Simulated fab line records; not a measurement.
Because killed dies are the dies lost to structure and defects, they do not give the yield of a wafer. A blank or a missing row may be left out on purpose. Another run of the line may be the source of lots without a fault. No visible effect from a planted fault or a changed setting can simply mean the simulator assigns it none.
Matching of chambers    flow n5 finfet    4 sister chambers for N5_BEOL_M4_ETCH_74 on rie diel-02
The step etches underlayer in N2/H2, target depth 6.5 nm, time 5.2 s. 4 wafers are shown with their chamber, then 9 later ones without.

## WAFERS PAIRED WITH THEIR CHAMBERS
wafer   chamber  drypump motor current A (A)
L089.1  2        6.7
L093.3  3        5.2
L093.5  1        5.8
L093.6  0        6.2

## WAFERS WHOSE CHAMBER IS MISSING
wafer   drypump motor current A (A)
L095.1  5.2
L095.4  6.6
L095.6  5.8
L096.2  6.2
L096.4  5.8
L096.5  5.2
L091.3  5.8
L091.4  6.2
L091.5  5.8

## WHICH CHAMBER EACH WENT THROUGH
wafer   from the rows above  in truth
L095.1  3                    3
L095.4  2                    2
L095.6  1                    1
L096.2  0                    0
L096.4  1                    1
L096.5  3                    3
L091.3  1                    1
L091.4  0                    0
L091.5  1                    1
9 of 9 placed correctly. Left unplaced by these rows: 0. Number placed wrongly: 0.
How it was worked out, from the rows above alone: a wafer's distance from a chamber is the root of the sum, over the readings, of the square of ((its reading less the chamber's mean) divided by the reading's scatter). If the next closest chamber is less than 2 further off than the closest, the wafer can't be placed; otherwise it belongs to the closest. A chamber's mean is the mean of its shown wafers. The scatter (one wafer shown for each chamber): square how far every hidden wafer sits from the nearest shown wafer, average those squares and take the square root.
